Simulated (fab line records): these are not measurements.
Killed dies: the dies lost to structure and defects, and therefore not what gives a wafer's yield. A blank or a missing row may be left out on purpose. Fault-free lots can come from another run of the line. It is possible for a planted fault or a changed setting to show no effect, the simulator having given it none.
A struck lot beside a sound one    flow nand harc    14 steps out of a route of 1302
Sound: these wafers, L877.1, L877.2, L877.3. Wafers struck: L891.3, L891.4, L891.5. The cause comes at the end.
Order at every step that has rows: each side's tool, ch and its chambers, its first start. Under that, the readings that differ: sound wafers    struck wafers    difference of the means    sigmas: that difference in standard deviations of wafers without a fault.
alike: readings with means less than 2 such deviations apart, plus words and numbers identical on both sides. not compared: withheld readings, readings lacking a value on some wafer, bounds such as >300 that could conceal the same value, and numbers that have no deviation in the record and whose values overlap.
A row with sigmas, a row that says differs or no value, or rows on one side alone: a step with any of these is where the two part. When numbers do not overlap yet have no deviation, they are printed without sigmas and do not part them. Lack of a reading on every wafer of one side parts them only where that side has two or more wafers.

first, 1 step without rows for these wafers: NHARC_A_CONTACT_DEVELOP_07 (develop time 35 s).
NHARC_A_CONTACT_CD_MEAS_08 targets a cd of 200 nm.
  sound on cd sem-02 ch 0, day 22 21:31; struck on cd sem-03 ch 0, day 29 14:10
  alike: cd nm
NHARC_A_CONTACT_OVL_MEAS_09:
  sound on overlay-01 at day 22 21:36; struck on overlay-02 at day 29 14:15
reading            sound           struck        difference  sigmas
overlay x nm (nm)  -1.0 -1.5 -0.8  0.6 1.1 0.7   +1.9        +2
overlay y nm (nm)  2.5 1.7 1.9     0.1 -0.4 0.0  -2.1        -2
NHARC_A_CONTACT_INSPECT_10:
  sound on defect inspect-01 at day 22 21:38; struck on defect inspect-01 at day 29 14:17
  alike: raw defect count
NHARC_A_CONTACT_DESCUM_13: chemistry O2, time 3 s.
  sound on rie diel-08 ch 0,2,3, day 22 21:42; struck on rie diel-08 ch 1,2,3, day 29 14:20
  alike: drypump motor current A, o2 flow sccm, oes product au, rf vpp V, showerhead plenum p Torr, throttle valve pct
  not compared: rf hours counter h
NHARC_A_CONTACT_ETCH_88: etches the open film in CF4, target depth 39 nm, time 65 s.
  sound on rie diel-08 ch 0,2,3, day 22 21:49; struck on rie diel-08 ch 1,3, day 29 14:26
  alike: bias w, cf4 flow sccm, drypump motor current A, oes product au, rf vpp V, showerhead plenum p Torr, throttle valve pct
  not compared: rf hours counter h
then, 1 step without rows for these wafers: NHARC_A_CONTACT_ETCH_89 (etches the open film in N2/H2, target depth 260 nm, time 475.3 s).
NHARC_A_CONTACT_ETCH_30: etches the open film in CF4/CHF3, target depth 72.6 nm, time 36.3 s.
  sound: rie diel-08 ch 0,2,3; struck: rie diel-08 ch 1,2,3
  alike: bias w, cf4 flow sccm, chf3 flow sccm, drypump motor current A, oes product au, rf vpp V, showerhead plenum p Torr, throttle valve pct
  not compared: rf hours counter h
then, 1 step without rows for these wafers: NHARC_A_CONTACT_ETCH_31 (etches the open film in O2/COS, target depth 2800 nm, time 728 s).
NHARC_A_CONTACT_ETCH_134: etches the open film in C4F8/O2/Ar, time 140 s, target depth 700 nm.
  sound on har cap etch-03 ch 0,1, day 22 23:14; struck on har cap etch-02 ch 0,1, day 29 15:32
  alike: chamber pressure mTorr, oes air line au
  not compared: rf hours counter h
NHARC_A_CONTACT_ETCH_135: etches the open film in C4F8/O2/Ar, time 311 s, target depth 1912 nm.
  sound on har cap etch-03 ch 0,1, day 22 23:26; struck on har cap etch-02 ch 0,1, day 29 15:46
  alike: chamber pressure mTorr, oes air line au
  not compared: rf hours counter h
then, 1 step without rows for these wafers: NHARC_A_CONTACT_ETCH_136 (etches the open film in C4F8/O2/Ar, time 311 s, target depth 1912 nm).
NHARC_A_CONTACT_ETCH_137: etches the open film in C4F8/O2/Ar, time 311 s, target depth 1912 nm.
  sound on har cap etch-03 ch 0,1, day 22 23:58; struck on har cap etch-02 ch 0,1, day 29 16:18
  no value came back on the struck wafers for chamber pressure mTorr (mTorr), oes air line au (a.u.); on the sound wafers chamber pressure mTorr (mTorr) reads 20.002 20.012 20.004
  not compared: rf hours counter h
then, 1 step without rows for these wafers: NHARC_A_CONTACT_ETCH_138 (etches the open film in C4F8/O2/Ar, time 311 s, target depth 1914 nm).

WHERE THEY PART
At NHARC_A_CONTACT_OVL_MEAS_09 first; at NHARC_A_CONTACT_ETCH_137 last (within this record only).

WHY: what the simulator had put in
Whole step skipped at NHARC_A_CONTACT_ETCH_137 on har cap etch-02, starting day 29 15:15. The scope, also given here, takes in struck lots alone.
